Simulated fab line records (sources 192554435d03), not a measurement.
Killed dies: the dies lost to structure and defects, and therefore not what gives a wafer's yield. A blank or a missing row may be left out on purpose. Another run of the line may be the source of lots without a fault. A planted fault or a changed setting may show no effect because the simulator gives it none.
fab line records -- flow n5_finfet
record lots=14, wafers=40, last_day=19
route steps=1938 shown BEOL_M0_SAQP@666
lots that met no fault: taken from a fault-free run of the same line
start_h: hours from the record's first day to the start of the lot's first wafer shown -- wait_h: time in hours since the lot's previous step -- " the same as in the row above -- L1.1+2: a row that stands for several wafers -- - no value present, or no start provided -- * or withheld: withheld -- < > ~ a bound
route shown NAME@n: a module of which the file shows steps, and the number in the route of the first -- usual: mean and standard deviation over wafers with no fault -- same: alike in all rows -- chamber/n: place in a boat -- sites: the reading at each site -- _std_site: standard deviation across them -- _edge_site: inner sites' mean taken away from outer sites' mean -- radius_mm: how far each site lies from the wafer's centre -- mask NAME#n: copy n -- behind: the tool/chamber that last shaped the wafer -- hold: why the lot went on hold/how many hours it stayed there/how the hold came to an end -- device: which transistor (n, p or np) failed to switch -- end of line: tests of these same wafers at the route's end -- for a step that has no rows: nothing shown but its recipe -- killed: at the first sort, the dies lost to defects and structure; wafer yield is something else -- map: dies across one wafer; x = killed, . = not, _ = none there
set.NAME: the setting that was run; set.NAME@STEP: the one run at that earlier step -- model.NAME: the simulator's own value behind a step, which no gauge read
the route's steps for a sample of lots (tables are steps, rows are wafers)
services: a tool's chamber out of use, with start hour (start_h, from the record's first day; less than 0 if before it), hours out, and reason
## steps
# step N5_BEOL_M0_SAQP_CD_MEAS_25
# recipe target_cd_nm=13.1, landing_energy_ev=1000, detector=se_inlens
# usual cd_nm=12.77/0.24
lot.wafer,tool,chamber,start_h,wait_h,cd_nm
L884.2,cd_sem-02,0,124.94,0.1,12.61
L884.3,cd_sem-02,0,124.94,0.1,12.95
L886.1,cd_sem-01,0,136.72,0.1,13.19
L886.3,cd_sem-01,0,136.72,0.1,12.56
L886.6,cd_sem-01,0,136.72,0.1,12.53
L887.2,cd_sem-03,0,140.15,0.1,12.81
L887.3,cd_sem-03,0,140.15,0.1,12.54
L887.5,cd_sem-03,0,140.15,0.1,12.71
L888.1,cd_sem-03,0,145.74,0.1,12.77
L888.3,cd_sem-03,0,145.74,0.1,12.71
L888.4,cd_sem-03,0,145.74,0.1,12.37
L890.1,cd_sem-01,0,160.13,0.1,12.49
L890.3,cd_sem-01,0,160.13,0.1,12.62
L890.6,cd_sem-01,0,160.13,0.1,12.42
L891.1,cd_sem-03,0,164.23,0.1,12.81
L891.2,cd_sem-03,0,164.23,0.1,12.47
L891.3,cd_sem-03,0,164.23,0.1,12.85
L892.3,cd_sem-02,0,170.19,0.1,12.94
L892.4,cd_sem-02,0,170.19,0.1,12.58
L892.6,cd_sem-02,0,170.19,0.1,12.68
L893.3,cd_sem-02,0,180.84,0.1,13.05
L893.5,cd_sem-02,0,180.84,0.1,12.87
L893.6,cd_sem-02,0,180.84,0.1,12.20
L898.1,cd_sem-02,0,210.54,0.1,12.59
L898.6,cd_sem-02,0,210.54,0.1,12.72
L900.2,cd_sem-01,0,222.41,0.1,12.98
L900.3,cd_sem-01,0,222.41,0.1,12.85
L900.6,cd_sem-01,0,222.41,0.1,12.97
L901.1,cd_sem-03,0,224.32,0.1,12.86
L901.3,cd_sem-03,0,224.32,0.1,12.57
L901.5,cd_sem-03,0,224.32,0.1,12.81
L903.2,cd_sem-01,0,237.27,0.1,12.71
L903.4,cd_sem-01,0,237.27,0.1,12.91
L903.5,cd_sem-01,0,237.27,0.1,12.47
L904.3,cd_sem-02,0,240.61,0.1,12.93
L904.4,cd_sem-02,0,240.61,0.1,12.80
L904.5,cd_sem-02,0,240.61,0.1,12.75
L905.1,cd_sem-01,0,249.74,0.1,13.11
L905.3,cd_sem-01,0,249.74,0.1,12.62
L905.4,cd_sem-01,0,249.74,0.1,13.12
# step N5_BEOL_M0_SAQP_ETCH_101
# recipe chemistry=CH3F/O2, target=SiNx, mask_material=SiO2, target_depth_a=299, time_s=42.7, pressure_mtorr=30, source_w=395, bias_w=73, Ar_flow_sccm=150, CH3F_flow_sccm=30, O2_flow_sccm=20, ion_energy_ev=120
# usual CH3F_flow_sccm=30.00/0.099, O2_flow_sccm=19.99/0.062, bias_w=72.99/0.23, drypump_motor_current_A=5.9/0.36, oes_product_au=0.80/0.096, rf_vpp_V=299/5, showerhead_plenum_p_Torr=2.04/0.06, throttle_valve_pct=16.44/0.21
lot.wafer,tool,chamber,start_h,wait_h,CH3F_flow_sccm,O2_flow_sccm,bias_w,drypump_motor_current_A,oes_product_au,rf_hours_counter_h,rf_vpp_V,showerhead_plenum_p_Torr,throttle_valve_pct
L884.2,rie_diel-01,2,124.98,0.0,30.06,19.98,73.01,5.8,0.70,239,294,1.88,16.56
L884.3,rie_diel-01,3,124.98,0.0,29.85,19.90,73.05,5.9,0.89,39,302,2.04,16.36
L886.1,rie_diel-01,3,136.76,0.0,30.00,19.93,73.22,5.9,0.89,42,301,2.04,16.36
L886.3,rie_diel-01,1,136.76,0.0,30.19,20.00,73.32,5.8,0.70,236,286,2.07,16.83
L886.6,rie_diel-01,0,136.76,0.0,29.92,19.90,72.83,6.3,0.88,-,305,2.04,16.52
L887.2,rie_diel-02,2,140.19,0.0,30.02,20.00,73.26,6.2,0.68,202,298,1.98,16.25
L887.3,rie_diel-02,0,140.19,0.0,30.18,19.92,72.91,5.5,0.76,150,300,2.07,16.73
L887.5,rie_diel-02,3,140.19,0.0,29.92,20.05,72.87,6.3,0.93,-,291,2.12,16.16
L888.1,rie_diel-05,2,145.78,0.0,29.83,20.05,72.83,5.0,0.76,161,298,1.93,16.31
L888.3,rie_diel-05,0,145.78,0.0,29.88,19.94,73.02,6.1,0.70,204,299,2.07,16.52
L888.4,rie_diel-05,0,145.78,0.0,29.86,20.03,73.02,6.1,0.70,-,298,2.07,16.50
L890.1,rie_diel-05,0,160.17,0.0,30.05,19.97,73.07,6.1,0.69,208,300,2.07,16.52
L890.3,rie_diel-05,3,160.17,0.0,29.92,20.11,72.89,5.8,0.70,228,301,2.05,16.61
L890.6,rie_diel-05,1,160.17,0.0,30.03,20.01,73.07,6.0,0.77,-,307,2.00,16.35
L891.1,rie_diel-01,0,164.37,0.1,29.97,20.04,73.19,6.3,0.86,45,306,2.04,16.52
L891.2,rie_diel-01,1,164.37,0.1,30.10,19.89,73.10,5.8,0.70,243,287,2.07,16.87
L891.3,rie_diel-01,2,164.37,0.1,29.89,20.11,72.89,5.9,0.69,249,296,1.87,16.58
L892.3,rie_diel-05,3,170.23,0.0,29.85,19.92,73.22,5.8,0.69,231,302,2.05,16.60
L892.4,rie_diel-05,0,170.23,0.0,29.98,20.04,73.03,6.1,0.70,211,298,2.07,16.51
L892.6,rie_diel-05,3,170.23,0.0,29.74,19.86,73.09,5.8,0.70,-,301,2.05,16.61
L893.3,rie_diel-02,1,180.88,0.0,30.03,20.06,72.96,5.7,0.95,9,300,2.06,16.15
L893.5,rie_diel-02,0,180.88,0.0,29.91,19.97,73.29,5.5,0.75,-,298,2.07,16.73
L893.6,rie_diel-02,1,180.88,0.0,30.09,19.96,73.15,5.7,0.94,-,301,2.06,16.14
L898.1,rie_diel-01,3,210.58,0.0,29.84,19.95,72.90,5.8,0.86,66,301,2.03,16.42
L898.6,rie_diel-01,0,210.58,0.0,30.00,19.93,73.36,6.3,0.86,-,305,2.03,16.59
L900.2,rie_diel-05,1,222.44,0.0,30.10,20.03,73.06,6.0,0.75,146,305,1.99,16.36
L900.3,rie_diel-05,0,222.44,0.0,30.00,19.99,72.72,6.1,0.68,226,298,2.06,16.54
L900.6,rie_diel-05,2,222.44,0.0,30.10,20.06,72.84,5.1,0.74,-,296,1.92,16.35
L901.1,rie_diel-02,3,224.36,0.0,30.21,20.00,72.97,6.2,0.89,42,292,2.11,16.19
L901.3,rie_diel-02,2,224.36,0.0,29.95,19.93,72.90,6.2,0.68,226,299,1.97,16.31
L901.5,rie_diel-02,1,224.36,0.0,30.05,20.04,72.96,5.7,0.91,-,302,2.06,16.18
L903.2,rie_diel-02,1,237.31,0.0,30.09,20.06,73.46,5.7,0.90,22,300,2.06,16.17
L903.4,rie_diel-02,3,237.31,0.0,30.02,20.02,72.87,6.2,0.88,45,294,2.11,16.22
L903.5,rie_diel-02,1,237.31,0.0,29.88,20.10,73.67,5.7,0.91,-,301,2.06,16.20
L904.3,rie_diel-02,3,240.65,0.0,30.01,20.10,72.81,6.2,0.87,47,291,2.11,16.20
L904.4,rie_diel-02,0,240.65,0.0,29.84,19.93,72.82,5.4,0.73,183,299,2.06,16.78
L904.5,rie_diel-02,3,240.65,0.0,29.71,20.01,72.75,6.2,0.87,-,292,2.11,16.22
L905.1,rie_diel-05,0,249.78,0.0,30.05,19.99,72.92,6.1,0.69,231,298,2.06,16.57
L905.3,rie_diel-05,1,249.78,0.0,30.09,20.01,73.06,6.0,0.75,156,306,1.99,16.39
L905.4,rie_diel-05,1,249.78,0.0,30.03,20.06,73.26,6.0,0.75,-,306,1.99,16.39
# step N5_BEOL_M0_SAQP_PEB_38
# recipe peb_temp_c=100, peb_time_s=60, resist=CAR-EUV
# usual chill_plate_temp_C=22.98/0.1, exhaust_pa=45.2/0.95, peb_time_s=60/0, plate_temp_C=99.99/0.13
lot.wafer,tool,chamber,start_h,wait_h,chill_plate_temp_C,exhaust_pa,peb_time_s,plate_temp_C
L884.2,litho_track-03,0,127.06,0.1,23.07,45.7,60,100.01
L884.3,litho_track-03,0,127.06,0.1,23.06,45.3,60,100.07
L886.1,litho_track-03,0,139.35,0.1,22.91,46.6,60,99.85
L886.3,litho_track-03,0,139.35,0.1,23.15,45.9,60,99.83
L886.6,litho_track-03,0,139.35,0.1,22.92,45.7,60,100.11
L887.2,litho_track-01,0,143.26,0.1,23.08,47.5,60,100.00
L887.3,litho_track-01,0,143.26,0.1,23.14,45.9,60,100.01
L887.5,litho_track-01,0,143.26,0.1,23.06,45.9,60,99.91
L888.1,litho_track-03,0,147.88,0.1,22.94,46.4,60,100.17
L888.3,litho_track-03,0,147.88,0.1,23.07,44.8,60,100.08
L888.4,litho_track-03,0,147.88,0.1,23.08,44.3,60,100.20
L890.1,litho_track-05,0,162.44,0.1,22.80,45.1,60,99.88
L890.3,litho_track-05,0,162.44,0.1,22.94,45.7,60,99.90
L890.6,litho_track-05,0,162.44,0.1,22.87,45.7,60,99.95
L891.1,litho_track-05,-,166.45,0.1,-,-,-,-
L891.2,litho_track-05,-,166.45,0.1,-,-,-,-
L891.3,litho_track-05,-,166.45,0.1,-,-,-,-
L892.3,litho_track-05,-,172.19,0.0,-,-,-,-
L892.4,litho_track-05,-,172.19,0.0,-,-,-,-
L892.6,litho_track-05,-,172.19,0.0,-,-,-,-
L893.3,litho_track-01,0,183.00,0.0,23.01,44.5,60,99.94
L893.5,litho_track-01,0,183.00,0.0,23.06,44.3,60,100.05
L893.6,litho_track-01,0,183.00,0.0,23.21,44.4,60,100.07
L898.1,litho_track-01,0,212.54,0.1,23.00,44.6,60,100.07
L898.6,litho_track-01,0,212.54,0.1,22.97,45.0,60,99.99
L900.2,litho_track-03,0,225.20,0.1,22.86,47.3,60,99.89
L900.3,litho_track-03,0,225.20,0.1,22.94,45.6,60,100.04
L900.6,litho_track-03,0,225.20,0.1,22.97,44.9,60,99.85
L901.1,litho_track-05,0,226.44,0.1,23.00,44.6,60,100.10
L901.3,litho_track-05,0,226.44,0.1,23.08,45.3,60,100.05
L901.5,litho_track-05,0,226.44,0.1,23.06,45.4,60,99.97
L903.2,litho_track-05,0,239.56,0.1,22.87,45.0,60,99.96
L903.4,litho_track-05,0,239.56,0.1,22.83,44.8,60,100.30
L903.5,litho_track-05,0,239.56,0.1,22.93,44.7,60,100.11
L904.3,litho_track-03,0,242.75,0.0,22.98,45.9,60,100.20
L904.4,litho_track-03,0,242.75,0.0,22.87,46.4,60,99.99
L904.5,litho_track-03,0,242.75,0.0,22.96,45.6,60,99.93
L905.1,litho_track-01,0,252.62,0.1,22.79,45.3,60,99.72
L905.3,litho_track-01,0,252.62,0.1,22.85,45.8,60,99.84
L905.4,litho_track-01,0,252.62,0.1,22.87,44.7,60,99.80
# step N5_BEOL_M0_SAQP_ETCH_73
# recipe chemistry=CF4, target=SiARC, target_depth_a=195, mask_material=CAR-EUV, time_s=32.5, ion_energy_ev=80, pressure_mtorr=40, source_w=545, bias_w=36, Ar_flow_sccm=100, cf4_flow_sccm=100, ends=cleared
# usual bias_w=35.99/0.1, cf4_flow_sccm=100.0/0.31, drypump_motor_current_A=5.9/0.36, etch_rf_on_time_s=32.6/0.68, oes_product_au=0.67/0.085, rf_vpp_V=184.5/1.2, showerhead_plenum_p_Torr=2.18/0.062, throttle_valve_pct=15.69/0.22
lot.wafer,tool,chamber,start_h,wait_h,bias_w,cf4_flow_sccm,drypump_motor_current_A,etch_rf_on_time_s,oes_product_au,rf_hours_counter_h,rf_vpp_V,showerhead_plenum_p_Torr,throttle_valve_pct
L884.2,rie_diel-02,2,127.42,0.0,36.05,100.0,6.2,33.3,0.59,199,182.7,2.13,15.59
L884.3,rie_diel-02,0,127.42,0.0,35.92,100.3,5.4,33.6,0.64,146,185.0,2.22,15.99
L886.1,rie_diel-05,2,139.59,0.0,36.16,100.4,5.0,31.8,0.65,159,183.8,2.06,15.50
L886.3,rie_diel-05,3,139.59,0.0,35.93,99.8,5.8,32.5,0.60,222,183.5,2.20,15.86
L886.6,rie_diel-05,1,139.59,0.0,36.03,100.1,6.0,32.6,0.66,-,183.1,2.15,15.62
L887.2,rie_diel-01,0,143.80,0.0,35.84,100.2,6.3,32.3,0.75,39,184.9,2.19,15.76
L887.3,rie_diel-01,1,143.80,0.0,36.04,100.3,5.8,32.2,0.60,237,184.4,2.21,16.05
L887.5,rie_diel-01,3,143.80,0.0,36.03,99.9,5.8,32.4,0.76,-,183.8,2.18,15.61
L888.1,rie_diel-01,1,148.12,0.0,36.14,100.6,5.8,32.1,0.59,239,183.8,2.21,16.06
L888.3,rie_diel-01,0,148.12,0.0,36.04,100.2,6.3,32.4,0.75,40,183.4,2.18,15.78
L888.4,rie_diel-01,2,148.12,0.0,36.14,99.8,5.8,32.5,0.59,-,182.6,2.02,15.88
L890.1,rie_diel-02,0,162.69,0.0,35.88,100.3,5.5,33.4,0.64,155,184.9,2.22,16.01
L890.3,rie_diel-02,1,162.69,0.0,35.96,99.7,5.7,32.3,0.82,3,186.6,2.20,15.36
L890.6,rie_diel-02,3,162.69,0.0,36.12,99.8,6.2,31.8,0.79,-,188.7,2.26,15.38
L891.1,rie_diel-02,1,166.69,0.0,35.97,99.7,5.7,32.2,0.82,4,185.2,2.20,15.36
L891.2,rie_diel-02,0,166.69,0.0,35.93,100.2,5.5,33.7,0.64,157,184.9,2.22,15.99
L891.3,rie_diel-02,3,166.69,0.0,35.81,100.0,6.3,31.6,0.79,20,184.0,2.26,15.37
L892.3,rie_diel-05,3,172.43,0.0,36.11,99.7,5.7,32.3,0.59,232,185.1,2.20,15.87
L892.4,rie_diel-05,1,172.43,0.0,35.93,99.7,6.0,32.4,0.66,131,184.2,2.14,15.64
L892.6,rie_diel-05,0,172.43,0.0,36.08,100.5,6.1,33.4,0.59,-,188.2,2.22,15.86
L893.3,rie_diel-01,3,183.24,0.0,35.95,100.3,5.8,32.1,0.74,56,183.2,2.18,15.65
L893.5,rie_diel-01,3,183.24,0.0,36.03,100.2,5.8,32.3,0.74,-,184.5,2.18,15.65
L893.6,rie_diel-01,1,183.24,0.0,35.99,99.9,5.8,31.8,0.59,-,183.1,2.20,16.09
L898.1,rie_diel-02,0,212.78,0.0,35.91,99.7,5.4,33.7,0.62,173,185.6,2.21,16.04
L898.6,rie_diel-02,3,212.78,0.0,36.00,99.7,6.2,31.7,0.76,-,185.9,2.25,15.40
L900.2,rie_diel-01,1,225.44,0.0,36.01,99.5,5.8,32.4,0.82,2,182.9,2.20,15.55
L900.3,rie_diel-01,3,225.44,0.0,35.79,99.8,5.8,32.4,0.72,71,183.2,2.17,15.67
L900.6,rie_diel-01,2,225.44,0.0,36.05,99.9,5.8,31.6,0.82,-,186.5,2.26,15.43
L901.1,rie_diel-02,1,226.68,0.0,35.96,100.0,5.7,32.2,0.77,19,184.2,2.20,15.37
L901.3,rie_diel-02,2,226.68,0.0,36.16,100.0,6.2,33.2,0.57,227,183.9,2.12,15.64
L901.5,rie_diel-02,0,226.68,0.0,35.89,99.5,5.5,33.1,0.63,-,185.4,2.21,16.06
L903.2,rie_diel-01,1,239.80,0.0,35.98,100.0,5.8,32.7,0.79,6,185.1,2.20,15.56
L903.4,rie_diel-01,0,239.80,0.0,36.08,99.9,6.3,32.5,0.71,74,185.2,2.17,15.84
L903.5,rie_diel-01,2,239.80,0.0,35.93,99.7,5.8,31.6,0.82,-,185.8,2.26,15.41
L904.3,rie_diel-05,0,242.99,0.0,36.14,100.4,6.1,33.5,0.58,229,184.7,2.21,15.91
L904.4,rie_diel-05,2,242.99,0.0,35.85,99.7,5.0,32.0,0.62,-,183.5,2.05,15.58
L904.5,rie_diel-05,1,242.99,0.0,35.93,100.4,6.0,32.5,0.64,-,184.0,2.14,15.68
L905.1,rie_diel-02,0,252.86,0.0,36.04,100.0,5.5,33.5,0.61,186,184.9,2.21,16.05
L905.3,rie_diel-02,1,252.86,0.0,36.11,100.1,5.7,32.5,0.77,25,183.8,2.20,15.39
L905.4,rie_diel-02,2,252.86,0.0,36.08,100.2,6.2,33.5,0.57,233,184.6,2.12,15.66
## services
tool,chamber,start_h,hours,kind
rie_diel-05,1,109.28,4.8,repair
rie_diel-02,1,138.98,-,clean
rie_diel-02,1,138.98,-,consumable_replace:focus_ring
rie_diel-02,1,138.98,11.9,scheduled_down
rie_diel-02,1,138.98,11.9,vent_cycle
rie_diel-05,1,140.73,9.1,repair
rie_diel-01,3,144.44,4.0,repair
rie_diel-01,2,168.39,-,clean
rie_diel-01,2,168.39,-,consumable_replace:focus_ring
rie_diel-01,2,168.39,-,consumable_replace:showerhead
rie_diel-01,2,168.39,21.4,scheduled_down
rie_diel-01,2,168.39,21.4,vent_cycle
rie_diel-02,2,177.07,8.7,repair
rie_diel-01,1,189.91,-,clean
rie_diel-01,1,189.91,-,consumable_replace:focus_ring
rie_diel-01,1,189.91,30.6,scheduled_down
rie_diel-01,1,189.91,30.6,vent_cycle
rie_diel-02,1,203.82,16.6,repair
rie_diel-01,3,205.00,4.9,repair
rie_diel-05,0,227.75,9.5,repair
rie_diel-05,3,237.47,-,clean
rie_diel-05,3,237.47,-,consumable_replace:focus_ring
rie_diel-05,3,237.47,25.4,scheduled_down
rie_diel-01,3,252.29,4.1,repair
## key
first_sign step=N5_BEOL_M0_SAQP_PEB_38, reading=tool_record, direction=missing
effect none on later readings
met_at N5_BEOL_M0_SAQP_PEB_38
struck_lots L891,L892
later_rows_left_out L891.1,L891.2,L891.3,L892.3,L892.4,L892.6
sort_left_out L891.1,L891.2,L891.3,L892.3,L892.4,L892.6
not_acting_at N5_BEOL_M0_SAQP_CD_MEAS_25,N5_BEOL_M0_SAQP_ETCH_101,N5_BEOL_M0_SAQP_ETCH_73
onset_between 162.44 166.45
fault kind=skipped_step_whole, tool=litho_track-05, chamber=-, onset_h=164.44, steps=N5_BEOL_M0_SAQP_PEB_38, scope=struck_lots_only
# sort_left_out: the simulated sort isn't trusted on such a fault, so these wafers' sort isn't shown, and their yield isn't known
# later_rows_left_out: the simulator's readings of these wafers behind a module that went badly wrong aren't trusted and aren't shown, but for the sort
